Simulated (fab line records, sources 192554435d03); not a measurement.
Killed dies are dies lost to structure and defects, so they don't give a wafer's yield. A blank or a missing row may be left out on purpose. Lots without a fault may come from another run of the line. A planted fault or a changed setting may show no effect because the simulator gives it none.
Chamber matching | flow n5_finfet | N5_BEOL_M8_STRIP_19 on rie_diel-03: 4 sister chambers
The step strips in O2. 8 wafers are shown with their chamber, then 12 later ones without.

WAFERS WITH THEIR CHAMBER
wafer  | chamber | showerhead_plenum_p_Torr (Torr) | drypump_motor_current_A (A)
L080.5 | 3       | 2.07                            | 5.5
L083.2 | 1       | 2.11                            | 5.8
L083.3 | 0       | 2.17                            | 5.8
L083.4 | 1       | 2.11                            | 5.8
L083.6 | 0       | 2.17                            | 5.8
L087.2 | 2       | 2.23                            | 5.8
L087.5 | 3       | 2.06                            | 5.5
L087.6 | 2       | 2.23                            | 5.9

WAFERS WITHOUT THEIR CHAMBER
wafer  | showerhead_plenum_p_Torr (Torr) | drypump_motor_current_A (A)
L093.1 | 2.16                            | 5.8
L093.2 | 2.06                            | 5.5
L093.5 | 2.06                            | 5.5
L094.1 | 2.15                            | 5.8
L094.2 | 2.05                            | 5.5
L094.6 | 2.15                            | 5.7
L095.1 | 2.10                            | 5.8
L095.2 | 2.15                            | 5.8
L095.3 | 2.22                            | 5.9
L095.4 | 2.05                            | 5.5
L095.5 | 2.05                            | 5.5
L095.6 | 2.22                            | 5.9

WHICH CHAMBER EACH WENT THROUGH
wafer  | from the rows above | in truth
L093.1 | 0                   | 0
L093.2 | 3                   | 3
L093.5 | 3                   | 3
L094.1 | 0                   | 0
L094.2 | 3                   | 3
L094.6 | 0                   | 0
L095.1 | 1                   | 1
L095.2 | 0                   | 0
L095.3 | 2                   | 2
L095.4 | 3                   | 3
L095.5 | 3                   | 3
L095.6 | 2                   | 2
Placed correctly: 12 of 12. Can't be placed from these rows: 0. Placed wrongly: 0.
How it was worked out, from the rows above alone: a wafer's distance from a chamber is the root of the sum, over the readings, of the square of ((its reading less the chamber's mean) divided by the reading's scatter). The wafer belongs to the nearest chamber; if the next one is less than 2 further off, it can't be placed. A chamber's mean is the mean of its shown wafers. The scatter: the root of (the sum of the squares of (reading less its chamber's mean) over the shown wafers, divided by (wafers less chambers)).
